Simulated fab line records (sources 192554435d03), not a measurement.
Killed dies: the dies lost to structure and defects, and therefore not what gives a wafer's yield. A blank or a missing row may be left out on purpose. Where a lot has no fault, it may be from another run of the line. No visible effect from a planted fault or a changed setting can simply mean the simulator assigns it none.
Split-lot study / flow n5 finfet / on a route of 1938 steps: 7 lots, 21 wafers read

== ABOUT THE SPLIT ==
At N5_BEOL_M6_VIA_ETCH_34 (etches SiCOH lowk in C4F6/O2, target depth 126.3 nm, time 50.9 s), the setting time s was moved away from the recipe's 50.9 s on 4 of the 21 wafers read, by -13.8% to -12.9%. The other wafers ran this setting at the recipe's value.

The reading is taken at the split's own step.

== THE READING ==
etch.depth nm (the simulator's own value, which no gauge read), in nm, at N5_BEOL_M6_VIA_ETCH_34 (etches SiCOH lowk in C4F6/O2, target depth 126.3 nm, time 50.9 s). No usual value for it is given in the file. The 17 wafers here that ran the recipe average 124.7 nm, standard deviation 2.8 nm.

wafer=L078.3; tool, chamber at the split=rie diel-05, 3; time s as run, s=50.9; against the recipe=recipe; etch.depth nm, nm=120.6; against lot-mates on the recipe=-
wafer=L078.4; tool, chamber at the split=rie diel-05, 2; time s as run, s=50.9; against the recipe=recipe; etch.depth nm, nm=125.4; against lot-mates on the recipe=-
wafer=L078.5; tool, chamber at the split=rie diel-05, 2; time s as run, s=50.9; against the recipe=recipe; etch.depth nm, nm=125.5; against lot-mates on the recipe=-
wafer=L081.2; tool, chamber at the split=rie diel-01, 2; time s as run, s=50.9; against the recipe=recipe; etch.depth nm, nm=125.4; against lot-mates on the recipe=-
wafer=L081.3; tool, chamber at the split=rie diel-01, 0; time s as run, s=50.9; against the recipe=recipe; etch.depth nm, nm=130.6; against lot-mates on the recipe=-
wafer=L081.4; tool, chamber at the split=rie diel-01, 3; time s as run, s=50.9; against the recipe=recipe; etch.depth nm, nm=126.6; against lot-mates on the recipe=-
wafer=L083.2; tool, chamber at the split=rie diel-05, 0; time s as run, s=44.34; against the recipe=-12.9%; etch.depth nm, nm=104.8; against lot-mates on the recipe=-15.9
wafer=L083.3; tool, chamber at the split=rie diel-05, 1; time s as run, s=44.34; against the recipe=-12.9%; etch.depth nm, nm=104.9; against lot-mates on the recipe=-15.8
wafer=L083.5; tool, chamber at the split=rie diel-05, 0; time s as run, s=50.9; against the recipe=recipe; etch.depth nm, nm=120.7; against lot-mates on the recipe=-
wafer=L087.3; tool, chamber at the split=rie diel-01, 3; time s as run, s=50.9; against the recipe=recipe; etch.depth nm, nm=127; against lot-mates on the recipe=-
wafer=L087.4; tool, chamber at the split=rie diel-01, 3; time s as run, s=50.9; against the recipe=recipe; etch.depth nm, nm=124.8; against lot-mates on the recipe=-
wafer=L087.5; tool, chamber at the split=rie diel-01, 0; time s as run, s=50.9; against the recipe=recipe; etch.depth nm, nm=127.3; against lot-mates on the recipe=-
wafer=L092.1; tool, chamber at the split=rie diel-02, 3; time s as run, s=43.9; against the recipe=-13.8%; etch.depth nm, nm=110.9; against lot-mates on the recipe=-12.9
wafer=L092.3; tool, chamber at the split=rie diel-02, 1; time s as run, s=43.9; against the recipe=-13.8%; etch.depth nm, nm=109.1; against lot-mates on the recipe=-14.7
wafer=L092.4; tool, chamber at the split=rie diel-02, 2; time s as run, s=50.9; against the recipe=recipe; etch.depth nm, nm=123.8; against lot-mates on the recipe=-
wafer=L096.2; tool, chamber at the split=rie diel-05, 3; time s as run, s=50.9; against the recipe=recipe; etch.depth nm, nm=122.4; against lot-mates on the recipe=-
wafer=L096.5; tool, chamber at the split=rie diel-05, 3; time s as run, s=50.9; against the recipe=recipe; etch.depth nm, nm=122.8; against lot-mates on the recipe=-
wafer=L096.6; tool, chamber at the split=rie diel-05, 2; time s as run, s=50.9; against the recipe=recipe; etch.depth nm, nm=127.5; against lot-mates on the recipe=-
wafer=L097.1; tool, chamber at the split=rie diel-05, 0; time s as run, s=50.9; against the recipe=recipe; etch.depth nm, nm=121.5; against lot-mates on the recipe=-
wafer=L097.2; tool, chamber at the split=rie diel-05, 1; time s as run, s=50.9; against the recipe=recipe; etch.depth nm, nm=127; against lot-mates on the recipe=-
wafer=L097.6; tool, chamber at the split=rie diel-05, 0; time s as run, s=50.9; against the recipe=recipe; etch.depth nm, nm=120.7; against lot-mates on the recipe=-

FIT RESULTS
A straight line over all 21 wafers: etch.depth nm changes by +1.29 nm for each +1% of time s; r = +0.92; the points scatter about the line by 3 nm.
The same after taking each lot's own level away (the mean of its wafers on the recipe; 21 wafers): +1.11 nm for each +1%; r = +0.95; scatter 2.1 nm.
The reading moves by 15 nm for the largest change in time s, on that fit.
The span of the lots' own levels, 120.70 to 127.53 nm, comes to 2.4 times the standard deviation stated above.
So the lot-to-lot level changes the slope: the two fits differ.
Check: with one of the wafers moved furthest among these (-13.8%) left out of the fit, the line predicts -16.1 nm for it against its lot-mates. It came out at -12.9 nm against them.

== OTHER SPLITS ON THESE WAFERS ==
Before the reading, these wafers also passed through other splits. Each is held against what the fit with the lots' levels taken away leaves over:
other split on the same wafers=N5_BEOL_M4_TRENCH_ETCH_37 source w; wafers away from the commonest value=8; r with etch.depth nm (lot level and that fit taken away)=-0.03
other split on the same wafers=N5_BEOL_M5_COAT_74 spin rpm; wafers away from the commonest value=11; r with etch.depth nm (lot level and that fit taken away)=-0.03
other split on the same wafers=N5_BEOL_M5_COAT_22 spin rpm; wafers away from the commonest value=10; r with etch.depth nm (lot level and that fit taken away)=+0.01
other split on the same wafers=N5_BEOL_M5_TRENCH_ETCH_37 time s; wafers away from the commonest value=13; r with etch.depth nm (lot level and that fit taken away)=-0.02

== THE FILE'S OWN FIT ==
etch.depth nm changes by +1.11 nm for each +1% of time s, r = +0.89.
